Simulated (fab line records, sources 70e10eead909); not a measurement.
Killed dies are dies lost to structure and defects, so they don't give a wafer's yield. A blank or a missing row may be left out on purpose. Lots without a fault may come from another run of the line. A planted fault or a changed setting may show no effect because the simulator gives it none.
Chamber matching | flow nand_harc | NHARC_A_STAIRCASE_DEP_471 on pecvd-03: 3 sister chambers
The step deposits SiO2, target thk 100 nm. 3 wafers are shown with their chamber, then 8 later ones without.

WAFERS WITH THEIR CHAMBER
wafer  | chamber | throttle_valve_pct (%)
L088.1 | 0       | 15.8
L091.4 | 2       | 16.7
L094.1 | 1       | 15.5

WAFERS WITHOUT THEIR CHAMBER
wafer  | throttle_valve_pct (%)
L094.4 | 15.8
L094.6 | 15.4
L092.2 | 16.9
L092.3 | 15.6
L092.5 | 15.8
L096.3 | 15.9
L096.5 | 16.0
L096.6 | 16.7

WHICH CHAMBER EACH WENT THROUGH
wafer  | from the rows above     | in truth
L094.4 | 0                       | 0
L094.6 | 1                       | 1
L092.2 | 2                       | 2
L092.3 | can't be placed: 1 or 0 | 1
L092.5 | 0                       | 0
L096.3 | 0                       | 0
L096.5 | 0                       | 0
L096.6 | 2                       | 2
Placed correctly: 7 of 8. Can't be placed from these rows: 1 (the true chamber is among the candidates in 1). Placed wrongly: 0.
How it was worked out, from the rows above alone: a wafer's distance from a chamber is the root of the sum, over the readings, of the square of ((its reading less the chamber's mean) divided by the reading's scatter). The wafer belongs to the nearest chamber; if the next one is less than 2 further off, it can't be placed. A chamber's mean is the mean of its shown wafers. The scatter: with one shown wafer a chamber, the root of the mean of the squares of how far each hidden wafer lies from its nearest shown one.
